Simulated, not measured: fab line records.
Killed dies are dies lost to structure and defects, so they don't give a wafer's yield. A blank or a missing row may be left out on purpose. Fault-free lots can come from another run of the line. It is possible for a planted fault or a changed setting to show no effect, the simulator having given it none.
Matching of chambers ; flow nand harc ; 4 sister chambers for NHARC_A_M0_DESCUM_14 on rie diel-10
The step chemistry O2, time 3 s. 8 wafers are shown with their chamber, then 7 later ones without.

## WAFERS WITH THEIR CHAMBER
wafer;chamber;oes product au (a.u.);rf vpp V (V)
L078.3;2;1.011;57.8
L081.4;0;1.002;57.4
L081.5;2;1.013;57.5
L082.4;1;1.000;58.6
L086.1;1;0.996;57.3
L086.5;3;0.988;58.1
L087.2;3;1.001;57.7
L087.3;0;0.996;57.2

## WAFERS WHOSE CHAMBER IS MISSING
wafer;oes product au (a.u.);rf vpp V (V)
L087.5;0.993;58.7
L088.1;0.996;56.5
L088.3;0.996;56.6
L088.6;0.995;57.5
L092.1;1.008;58.1
L092.2;0.994;57.5
L092.6;0.996;57.9

## THE CHAMBER EACH PASSED THROUGH
wafer;from the rows above;in truth
L087.5;can't be placed: 3 or 1 or 0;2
L088.1;can't be placed: 0 or 3 or 1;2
L088.3;can't be placed: 0 or 3 or 1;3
L088.6;can't be placed: 3 or 0 or 1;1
L092.1;can't be placed: 2 or 1 or 0 or 3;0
L092.2;can't be placed: 3 or 0 or 1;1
L092.6;can't be placed: 3 or 1 or 0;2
Correct placement for 0 of the 7. Cannot be placed on the basis of these rows: 7; the candidates contain the true chamber in 4. Wrongly placed: 0.
How it was worked out, from the rows above alone: a wafer's distance from a chamber is the root of the sum, over the readings, of the square of ((its reading less the chamber's mean) divided by the reading's scatter). The wafer belongs to the nearest chamber; if the next one is less than 2 further off, it can't be placed. The mean given for a chamber averages the wafers shown for that chamber. The scatter: the root of (the sum of the squares of (reading less its chamber's mean) over the shown wafers, divided by (wafers less chambers)).
